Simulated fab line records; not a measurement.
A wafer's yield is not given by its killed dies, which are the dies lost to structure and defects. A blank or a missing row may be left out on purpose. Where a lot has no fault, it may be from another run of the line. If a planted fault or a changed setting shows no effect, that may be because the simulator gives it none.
A lot that was struck, set against a sound lot -- flow n5-finfet -- 26 steps out of a route of 1938
Sound: the wafers L285.1, L285.2, L285.6. Struck: wafers L274.1, L274.2, L274.4. The cause is named last.
At each step with rows: each side's tool, then ch and its chambers, then its first start. Under that, the readings that differ: sound wafers -- struck wafers -- difference of the means -- sigmas: that difference in standard deviations of wafers without a fault.
alike: a reading whose means differ by less than 2 such deviations, as well as words and numbers matching on both sides. not compared: withheld readings; readings where some wafer has no value; bounds like >300 that might hide an equal value; numbers whose values overlap and for which the record gives no deviation.
A row with sigmas, a row that says differs or no value, or rows on one side alone: a step with any of these is where the two part. Numbers that don't overlap but have no deviation are shown without sigmas and don't part them. A reading missing from all wafers of one side parts the sides only when that side holds two or more wafers.

first, 8 steps without rows for these wafers: N5_BEOL_M9_DEVELOP_10 (develop time 30 s); N5_BEOL_M9_DESCUM_16 (chemistry O2, time 7.9 s); N5_BEOL_M9_ETCH_61 (etches SiARC in CF4, target depth 39 nm, time 65 s); N5_BEOL_M9_ETCH_62 (etches SOC in N2/H2, target depth 110 nm, overetch 22 nm, time 165 s); N5_BEOL_M9_STRIP_68 (strips in N2/H2); N5_BEOL_M9_STRIP_67 (strips in CF4); N5_BEOL_M9_HM_OPEN_17 (chemistry Cl2/BCl3, target TiN, target depth 20 nm, overetch 6 nm); N5_BEOL_M9_STRIP_19 (strips in O2).
N5_BEOL_M9_COAT_63: time 60 s, resist thk 60 nm.
  sound on litho-track-03 ch 0, day 16 22:23; struck on litho-track-03 ch 0, day 14 08:07
reading,sound,struck,difference,sigmas
spin-speed-rpm (rpm),1499.1 1500.0 1500.5,1713.4 1716.1 1714.7,+214.9,+99 or more
model.SOC_of_BEOL_M9_COAT_63.thk-nm (nm),60 59.8 60.2,56.4 56.4 56.2,-3.7,
then, 11 steps without rows for these wafers: N5_BEOL_M9_COAT_64 (time 60 s, resist thk 12 nm); N5_BEOL_M9_COAT_75 (time 60 s, resist thk 5 nm); N5_BEOL_M9_COAT_22 (resist thk 30 nm); N5_BEOL_M9_EBR_24; N5_BEOL_M9_SOFTBAKE_23 (time 60 s); N5_BEOL_M9_EXPOSE_25 (exposes mask V8); N5_BEOL_M9_PEB_26 (peb time 60 s); N5_BEOL_M9_DEVELOP_27 (develop time 30 s); N5_BEOL_M9_DESCUM_33 (chemistry O2, time 7 s); N5_BEOL_M9_ETCH_76 (etches underlayer in N2/H2, target depth 6.5 nm, time 5.2 s); N5_BEOL_M9_ETCH_65 (etches SiARC in CF4, target depth 15.6 nm, time 26 s).
N5_BEOL_M9_ETCH_66: etches SOC in N2/H2, target depth 80 nm, overetch 16 nm, time 120 s.
  sound on rie-diel-01 ch 0,1,2, day 16 22:54; struck on rie-diel-02 ch 1,3, day 14 08:42
reading,sound,struck,difference,sigmas
model.etch.depth-nm (nm),59.91 59.85 60.15,56.32 56.37 56.28,-3.65,
  alike: drypump-motor-current-A, n2-flow-sccm, oes-product-au, rf-vpp-V, showerhead-plenum-p-Torr, throttle-valve-pct
  not compared: rf-hours-counter-h
then, 2 steps without rows for these wafers: N5_BEOL_M9_STRIP_69 (strips in N2/H2); N5_BEOL_M9_STRIP_77 (strips in N2/H2).
N5_BEOL_M9_VIA_ETCH_34: etches SiCOH lowk in C4F6/O2, target depth 182.4 nm, time 68.4 s.
  sound on rie-diel-01 ch 0,1,2, day 16 23:00; struck on rie-diel-02 ch 1,3, day 14 08:48
reading,sound,struck,difference,sigmas
model.SOC_of_BEOL_M9_COAT_63.thk-nm (nm),51 51 51.2,47.6 47.2 47.4,-3.7,
  alike: drypump-motor-current-A, oes_f_703_au, oes-product-au, rf-vpp-V, showerhead-plenum-p-Torr, throttle-valve-pct
  not compared: rf-hours-counter-h
then, 2 steps without rows for these wafers: N5_BEOL_M9_STRIP_73 (strips in C4F6/O2); N5_PASSIVATION_PROBE_49.

WHERE THEY PART
N5_BEOL_M9_COAT_63 only, going by this record. Later steps at which nothing parts them and some readings are alike: N5_BEOL_M9_ETCH_66, N5_BEOL_M9_VIA_ETCH_34.

WHY: whatever the simulator had introduced
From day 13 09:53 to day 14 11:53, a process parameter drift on litho-track-03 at N5_BEOL_M9_COAT_63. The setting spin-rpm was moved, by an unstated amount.
